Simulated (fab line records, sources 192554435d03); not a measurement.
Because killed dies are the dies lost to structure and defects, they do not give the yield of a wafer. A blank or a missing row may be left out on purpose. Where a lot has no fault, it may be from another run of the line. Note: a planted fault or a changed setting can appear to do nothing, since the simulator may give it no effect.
Split-lot trial :: flow n5 finfet :: 7 lots, 39 wafers read, on a route of 1938 steps

== ON THE SPLIT ==
At N5_BEOL_M9_ETCH_62 (etches SOC in N2/H2, target depth 110 nm, overetch 22 nm, time 165 s), the setting time s was moved away from the recipe's 165 s on 12 of the 39 wafers read, by +16.5% to +57.6%. This setting was run at the recipe's value on the other wafers.

== FROM THE SPLIT TO THE READING: what the file shows between them, 2 steps ==
- N5_BEOL_M9_STRIP_68: strips in N2/H2
- N5_BEOL_M9_STRIP_67: strips in CF4

== THE READING ==
oes product au, in a.u., at N5_BEOL_M9_HM_OPEN_17 (chemistry Cl2/BCl3, target TiN, target depth 20 nm, overetch 6 nm). Fault-free wafers of this fab line usually give 0.66 a.u., standard deviation 0.033 a.u.

wafer: L076.1
tool, chamber at the split: rie diel-04, 3
time s as run, s: 165
against the recipe: recipe
oes product au, a.u.: 0.75
against lot-mates on the recipe: -

wafer: L076.2
tool, chamber at the split: rie diel-04, 1
time s as run, s: 227.6
against the recipe: +37.9%
oes product au, a.u.: 0.54
against lot-mates on the recipe: -0.18

wafer: L076.3
tool, chamber at the split: rie diel-04, 0
time s as run, s: 165
against the recipe: recipe
oes product au, a.u.: 0.73
against lot-mates on the recipe: -

wafer: L076.4
tool, chamber at the split: rie diel-04, 2
time s as run, s: 165
against the recipe: recipe
oes product au, a.u.: 0.67
against lot-mates on the recipe: -

wafer: L076.5
tool, chamber at the split: rie diel-04, 2
time s as run, s: 227.6
against the recipe: +37.9%
oes product au, a.u.: 0.61
against lot-mates on the recipe: -0.11

wafer: L076.6
tool, chamber at the split: rie diel-04, 3
time s as run, s: 227.6
against the recipe: +37.9%
oes product au, a.u.: 0.55
against lot-mates on the recipe: -0.17

wafer: L081.1
tool, chamber at the split: rie diel-02, 3
time s as run, s: 260.1
against the recipe: +57.6%
oes product au, a.u.: 0.44
against lot-mates on the recipe: -0.18

wafer: L081.2
tool, chamber at the split: rie diel-02, 1,2
time s as run, s: 260.1
against the recipe: +57.6%
oes product au, a.u.: 0.50
against lot-mates on the recipe: -0.12

wafer: L081.3
tool, chamber at the split: rie diel-02, 0
time s as run, s: 165
against the recipe: recipe
oes product au, a.u.: 0.65
against lot-mates on the recipe: -

wafer: L081.4
tool, chamber at the split: rie diel-02, 2,1
time s as run, s: 165
against the recipe: recipe
oes product au, a.u.: 0.60
against lot-mates on the recipe: -

wafer: L081.5
tool, chamber at the split: rie diel-02, 2,1
time s as run, s: 165
against the recipe: recipe
oes product au, a.u.: 0.61
against lot-mates on the recipe: -

wafer: L081.6
tool, chamber at the split: rie diel-02, 1,2
time s as run, s: 260.1
against the recipe: +57.6%
oes product au, a.u.: 0.48
against lot-mates on the recipe: -0.14

wafer: L082.3
tool, chamber at the split: rie diel-04, 1,3
time s as run, s: 165
against the recipe: recipe
oes product au, a.u.: 0.64
against lot-mates on the recipe: -

wafer: L082.4
tool, chamber at the split: rie diel-04, 2
time s as run, s: 165
against the recipe: recipe
oes product au, a.u.: 0.67
against lot-mates on the recipe: -

wafer: L082.5
tool, chamber at the split: rie diel-04, 1,3
time s as run, s: 165
against the recipe: recipe
oes product au, a.u.: 0.67
against lot-mates on the recipe: -

wafer: L083.1
tool, chamber at the split: rie diel-01, 1
time s as run, s: 192.2
against the recipe: +16.5%
oes product au, a.u.: 0.59
against lot-mates on the recipe: -0.05

wafer: L083.2
tool, chamber at the split: rie diel-01, 2
time s as run, s: 192.2
against the recipe: +16.5%
oes product au, a.u.: 0.63
against lot-mates on the recipe: -0.01

wafer: L083.3
tool, chamber at the split: rie diel-01, 3,1
time s as run, s: 165
against the recipe: recipe
oes product au, a.u.: 0.63
against lot-mates on the recipe: -

wafer: L083.4
tool, chamber at the split: rie diel-01, 0
time s as run, s: 192.2
against the recipe: +16.5%
oes product au, a.u.: 0.61
against lot-mates on the recipe: -0.03

wafer: L083.5
tool, chamber at the split: rie diel-01, 2
time s as run, s: 165
against the recipe: recipe
oes product au, a.u.: 0.63
against lot-mates on the recipe: -

wafer: L083.6
tool, chamber at the split: rie diel-01, 3,1
time s as run, s: 165
against the recipe: recipe
oes product au, a.u.: 0.66
against lot-mates on the recipe: -

wafer: L084.1
tool, chamber at the split: rie diel-04, 1,3,3
time s as run, s: 165
against the recipe: recipe
oes product au, a.u.: 0.60
against lot-mates on the recipe: -

wafer: L084.2
tool, chamber at the split: rie diel-04, 1,3,3
time s as run, s: 165
against the recipe: recipe
oes product au, a.u.: 0.66
against lot-mates on the recipe: -

wafer: L084.3
tool, chamber at the split: rie diel-04, 0
time s as run, s: 165
against the recipe: recipe
oes product au, a.u.: 0.65
against lot-mates on the recipe: -

wafer: L084.4
tool, chamber at the split: rie diel-04, 2
time s as run, s: 165
against the recipe: recipe
oes product au, a.u.: 0.61
against lot-mates on the recipe: -

wafer: L084.5
tool, chamber at the split: rie diel-04, 1,3,3
time s as run, s: 165
against the recipe: recipe
oes product au, a.u.: 0.65
against lot-mates on the recipe: -

wafer: L084.6
tool, chamber at the split: rie diel-04, 2
time s as run, s: 165
against the recipe: recipe
oes product au, a.u.: 0.60
against lot-mates on the recipe: -

wafer: L091.1
tool, chamber at the split: rie diel-02, 2,3
time s as run, s: 165
against the recipe: recipe
oes product au, a.u.: 0.65
against lot-mates on the recipe: -

wafer: L091.2
tool, chamber at the split: rie diel-02, 0
time s as run, s: 165
against the recipe: recipe
oes product au, a.u.: 0.63
against lot-mates on the recipe: -

wafer: L091.3
tool, chamber at the split: rie diel-02, 1
time s as run, s: 165
against the recipe: recipe
oes product au, a.u.: 0.66
against lot-mates on the recipe: -

wafer: L091.4
tool, chamber at the split: rie diel-02, 3
time s as run, s: 165
against the recipe: recipe
oes product au, a.u.: 0.64
against lot-mates on the recipe: -

wafer: L091.5
tool, chamber at the split: rie diel-02, 0
time s as run, s: 165
against the recipe: recipe
oes product au, a.u.: 0.63
against lot-mates on the recipe: -

wafer: L091.6
tool, chamber at the split: rie diel-02, 2,3
time s as run, s: 165
against the recipe: recipe
oes product au, a.u.: 0.66
against lot-mates on the recipe: -

wafer: L090.1
tool, chamber at the split: rie diel-04, 0
time s as run, s: 231
against the recipe: +40.0%
oes product au, a.u.: 0.53
against lot-mates on the recipe: -0.11

wafer: L090.2
tool, chamber at the split: rie diel-04, 3
time s as run, s: 165
against the recipe: recipe
oes product au, a.u.: 0.66
against lot-mates on the recipe: -

wafer: L090.3
tool, chamber at the split: rie diel-04, 2
time s as run, s: 165
against the recipe: recipe
oes product au, a.u.: 0.63
against lot-mates on the recipe: -

wafer: L090.4
tool, chamber at the split: rie diel-04, 1
time s as run, s: 231
against the recipe: +40.0%
oes product au, a.u.: 0.54
against lot-mates on the recipe: -0.10

wafer: L090.5
tool, chamber at the split: rie diel-04, 1
time s as run, s: 231
against the recipe: +40.0%
oes product au, a.u.: 0.54
against lot-mates on the recipe: -0.10

wafer: L090.6
tool, chamber at the split: rie diel-04, 2
time s as run, s: 165
against the recipe: recipe
oes product au, a.u.: 0.64
against lot-mates on the recipe: -
Where a row lists several chambers, the file gives one row for several wafers and doesn't say which wafer went through which chamber.

FIT RESULTS
A straight line over all 39 wafers: oes product au changes by -0.00277 a.u. for each +1% of time s; r = -0.86; the points scatter about the line by 0.032 a.u.
The same after taking each lot's own level away (the mean of its wafers on the recipe; 39 wafers): -0.00285 a.u. for each +1%; r = -0.91; scatter 0.026 a.u.
According to that fit, moving time s by its largest amount changes the reading by 0.16 a.u.
Across the lots, their own levels run from 0.620 to 0.717 a.u., a range of 2.9 times the standard deviation given above.
Consequently the slope shifts little with the lot-to-lot level, the two slopes agreeing.
Check: -0.161 a.u. against its lot-mates is what the line predicts for one of the wafers moved furthest among these (+57.6%) when that wafer is left out of the fit. Against them it came out at -0.18 a.u.

== THESE WAFERS: OTHER SPLITS ==
These wafers also went through other splits before the reading. Each is held against what the fit with the lots' levels taken away leaves over:
other split on the same wafers: N5_BEOL_M3_ETCH_64 time s
wafers away from the commonest value: 18
r with oes product au (lot level and that fit taken away): -0.15

other split on the same wafers: N5_BEOL_M6_ILD_DEP_00 time s
wafers away from the commonest value: 18
r with oes product au (lot level and that fit taken away): +0.08

other split on the same wafers: N5_BEOL_M8_ETCH_62 time s
wafers away from the commonest value: 9
r with oes product au (lot level and that fit taken away): +0.37

== THE WHOLE CHAIN: every reading that the file lists as answering this split, in the file's order ==
step: N5_BEOL_M9_ETCH_62
what it does: etches SOC in N2/H2, target depth 110 nm, overetch 22 nm, time 165 s
reading: SiARC_of_BEOL_M9_COAT_60.thk nm (the simulator's own value, which no gauge read)
change (the file's fit): -0.0689 nm for each +1% of the setting
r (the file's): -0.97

step: N5_BEOL_M9_HM_OPEN_17
what it does: chemistry Cl2/BCl3, target TiN, target depth 20 nm, overetch 6 nm
reading: oes product au
change (the file's fit): -0.00283 a.u. for each +1% of the setting
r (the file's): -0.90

step: N5_BEOL_M9_HM_OPEN_17
what it does: chemistry Cl2/BCl3, target TiN, target depth 20 nm, overetch 6 nm
reading: etch.depth nm (the simulator's own value, which no gauge read)
change (the file's fit): -0.16 nm for each +1% of the setting
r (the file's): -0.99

== THE FILE'S OWN FIT ==
oes product au changes by -0.00283 a.u. for each +1% of time s, r = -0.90.
